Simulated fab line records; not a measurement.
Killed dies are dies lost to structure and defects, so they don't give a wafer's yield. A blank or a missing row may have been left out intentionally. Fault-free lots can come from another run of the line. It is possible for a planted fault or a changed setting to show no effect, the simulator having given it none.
Matching of chambers + flow n5-finfet + N5_HKMG_FIN_ETCH_35 on rie-diel-05: 4 sister chambers
The step etches SOC in N2/H2, target depth 215.8 nm, time 243.4 s. 4 wafers are shown with their chamber, then 6 later ones without.

== WAFERS PAIRED WITH THEIR CHAMBERS ==
| wafer  | chamber | throttle-valve-pct (%) |
|--------|---------|------------------------|
| L523.6 | 2       | 17.85                  |
| L527.2 | 3       | 17.73                  |
| L529.2 | 1       | 18.36                  |
| L532.5 | 0       | 18.19                  |

== WAFERS WHOSE CHAMBER IS MISSING ==
| wafer  | throttle-valve-pct (%) |
|--------|------------------------|
| L532.6 | 17.77                  |
| L534.4 | 18.21                  |
| L534.6 | 17.90                  |
| L544.1 | 18.00                  |
| L544.4 | 17.82                  |
| L544.6 | 18.24                  |

== EACH ONE'S CHAMBER ==
| wafer  | from the rows above          | in truth |
|--------|------------------------------|----------|
| L532.6 | can't be placed: 3 or 2      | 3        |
| L534.4 | can't be placed: 0 or 1      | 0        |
| L534.6 | can't be placed: 2 or 3      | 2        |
| L544.1 | can't be placed: 2 or 0 or 3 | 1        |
| L544.4 | can't be placed: 2 or 3      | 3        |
| L544.6 | can't be placed: 0 or 1      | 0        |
Correctly placed: 0 of 6. Unplaceable from these rows: 6, with the true chamber sitting among the candidates in 5. Placed wrongly: 0.
How it was worked out, from the rows above alone: a wafer's distance from a chamber is the root of the sum, over the readings, of the square of ((its reading less the chamber's mean) divided by the reading's scatter). The wafer belongs to the nearest chamber; if the next one is less than 2 further off, it can't be placed. Each chamber's mean is taken over the wafers shown for it. The scatter: root of mean squared gap, hidden wafer to nearest shown wafer, with one shown wafer a chamber.
